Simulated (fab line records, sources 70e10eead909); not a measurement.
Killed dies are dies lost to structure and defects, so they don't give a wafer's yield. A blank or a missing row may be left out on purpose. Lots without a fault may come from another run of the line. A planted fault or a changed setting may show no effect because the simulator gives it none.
Problem report in the 8D (eight disciplines) form, filled by code | flow nand_harc | the parts of the form that need people (team, actions taken, sign-off) are left out

1. THE PROBLEM
rf_fwd_power_W at NHARC_A_CONTACT_DEP_24 reads a mean of 1005.1 W on 6 wafers of 2 lots; wafers without a fault read 898.4 W with a standard deviation of 2.6. That is +41 standard deviations from the usual mean.
The step: deposits SiO2, target thk 500 nm.
First seen on wafer L999.3, day 23 18:29, on pecvd-04. The record holds 36 wafers of 12 lots with a number at this step. Rule for "out", or "out of limits": more than 4 standard deviations from the usual mean. The other wafers with a number count as sound.

2. WHAT IT IS AND WHAT IT IS NOT
question                    | is                     | is not
which readings at this step | rf_fwd_power_W         | heater_power_w, susceptor_temp_C, throttle_valve_pct
which lots                  | L100, L999             | L107, L109, L110, L112, L114, L992, L993, L994, L995, L996
which wafers of those lots  | all that have a number | -
read on which tools         | pecvd-04               | pecvd-01, pecvd-02
when                        | from day 23 18:29      | up to then (15 sound wafers); but 15 sound wafers of L107, L109, L110, L112, L114 came after

3. SUSPECTS, AND WHAT RULES EACH OUT
Counting: a tool at a process step up to the reading stays a suspect if it ran every lot that is out and no sound lot after the first of them.
- rtp_anneal-02 at NHARC_A_WL_FILL_RTA_01 (time 5 s): ruled out as a lasting fault. Sound lots L107, L110, L109, L112 ran on it after its first lot that is out, L999 (day 23 00:55).
- cvd_w-02 at NHARC_A_WL_FILL_CVD_20 (deposits W, target thk 100 nm, time 74 s): ruled out as a lasting fault. Sound lots L109 ran on it after its first lot that is out, L999 (day 23 17:56). NHARC_A_WL_FILL_CVD_20 gives no start for some lots, so the hours and the order of its lots are those of NHARC_A_WL_FILL_CMP_12.
- pecvd-04 at NHARC_A_CONTACT_DEP_24 (deposits SiO2, target thk 500 nm): ruled out as a lasting fault. Sound lots L107, L109, L112 ran on it after its first lot that is out, L999 (day 23 18:29).
Left after counting: nothing in the record.

4. THE CAUSE (what the simulator had put in)
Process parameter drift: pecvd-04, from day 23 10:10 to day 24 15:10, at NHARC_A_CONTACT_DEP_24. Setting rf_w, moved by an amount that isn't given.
Counting ruled it out, wrongly.

5. THE CHAIN OF EFFECTS, in route order
Each row: a reading whose mean over the struck wafers that have a number lies more than 3 standard deviations from the usual. Only readings for which the record gives a usual standard deviation are gone through. hours: the time from each lot's start at the first step in this table that gives one to its start at this step, as a median over the lots. sigmas: the change in usual standard deviations.
hours | step                   | reading        | usual   | on struck wafers | change | sigmas
0     | NHARC_A_CONTACT_DEP_24 | rf_fwd_power_W | 898.4 W | 1005.1           | +106.7 | +41
The process steps in it:
- NHARC_A_CONTACT_DEP_24: deposits SiO2, target thk 500 nm.

6. WHAT WOULD HAVE CAUGHT IT SOONER
In this record the first reading out of limits was taken at day 23 18:29, 8 hours after the fault began at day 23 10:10.
